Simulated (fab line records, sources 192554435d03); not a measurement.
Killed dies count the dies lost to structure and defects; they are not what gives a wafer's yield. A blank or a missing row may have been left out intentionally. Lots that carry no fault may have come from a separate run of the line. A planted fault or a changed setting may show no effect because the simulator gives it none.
Which tool is to blame? | flow n5Finfet | 36 wafers from 12 lots sampled at 3 of the route's 1938 steps

WHAT THE GAUGES SHOWED, per wafer
N5_BEOL_M1_OVL_MEAS_29.
lot  | measured     | on         | V0_OVL (nm)
L075 | day 6 10:44  | overlay-01 | 0.3 0.0 -0.1
L077 | day 7 04:35  | overlay-01 | 0.4 1.0 1.1
L079 | day 7 13:12  | overlay-01 | 0.1 0.2 -0.2
L081 | day 8 00:34  | overlay-01 | 1.2 0.6 1.7
L083 | day 8 16:04  | overlay-01 | 1.2 0.7 0.2
L085 | day 8 22:55  | overlay-02 | 0.9 -0.5 0.1
L087 | day 9 09:47  | overlay-02 | 0.4 -0.1 -0.2
L090 | day 10 07:54 | overlay-01 | 2.0 1.2 1.4
L089 | day 10 12:43 | overlay-01 | 1.6 -0.6 0.7
L093 | day 10 22:40 | overlay-01 | -0.8 -1.2 0.4
L095 | day 11 13:40 | overlay-02 | 0.7 0.7 0.9
L097 | day 11 23:32 | overlay-02 | 0.5 0.6 -0.7

WHICH TOOL RAN EACH LOT (tool, then ch and the chambers of the sampled wafers, then the start)
lot  | N5_BEOL_M0_CO_CAP_123           | N5_BEOL_M0_DEP_125
L075 | cvdCo-01 ch 0,2, day 6 08:52    | pecvd-03 ch 0,1,2, day 6 09:02
L077 | cvdCo-01 ch 0,1,2, day 6 21:25  | pecvd-01 ch 0,1,2, day 6 21:31
L079 | cvdCo-01 ch 1,2, day 7 10:29    | pecvd-01 ch 0, day 7 10:37
L081 | cvdCo-01 ch 0,1, day 7 22:23    | pecvd-04 ch 0,1,2, day 7 22:30
L083 | cvdCo-01 ch 0,1,2, day 8 12:30  | pecvd-04 ch 0,2, day 8 12:37
L085 | cvdCo-01 ch 0,1,2, day 8 20:09  | pecvd-03 ch 0,1,2, day 8 20:16
L087 | cvdCo-01 ch 0,1,2, day 9 06:27  | pecvd-03 ch 0,2, day 9 06:34
L090 | cvdCo-01 ch 0,1, day 10 06:02   | pecvd-01 ch 0,1,2, day 10 06:10
L089 | cvdCo-02 ch 0,1, day 10 08:10   | pecvd-04 ch 0,1,2, day 10 08:17
L093 | cvdCo-01 ch 0,1,2, day 10 19:46 | pecvd-04 ch 0,1,2, day 10 19:52
L095 | cvdCo-01 ch 0,2, day 11 08:28   | pecvd-03 ch 0,1,2, day 11 08:35
L097 | cvdCo-01 ch 1,2, day 11 21:05   | pecvd-04 ch 0,1,2, day 11 21:13
- N5_BEOL_M0_CO_CAP_123: material Co, precursor CCTBA/H2, target thk 2 nm, time 102.1 s.
- N5_BEOL_M0_DEP_125: deposits SiCN from 3MS/NH3, target thk 8 nm, time 14 s.

THE ANSWER, worked out from the rows above alone
Rule: what is usual is taken from the lots themselves. The widest of any qualifying gaps counts: lots, ordered by their means at a reading, are off when they make up no more than a third of the lots, leave a main group of 4 or more, and stand apart from it by 3 or more times the standard deviation of that group's means. A main group is skipped when, at the precision printed for the reading in the tables above, its means are all equal. A lot without any number at a reading at which 4 lots or more have one is off too. Any other lot the step has rows for is counted as sound.
No lot is off on any of the readings shown, so nothing can be concluded from this.

WHAT HAD BEEN PUT IN BY THE SIMULATOR
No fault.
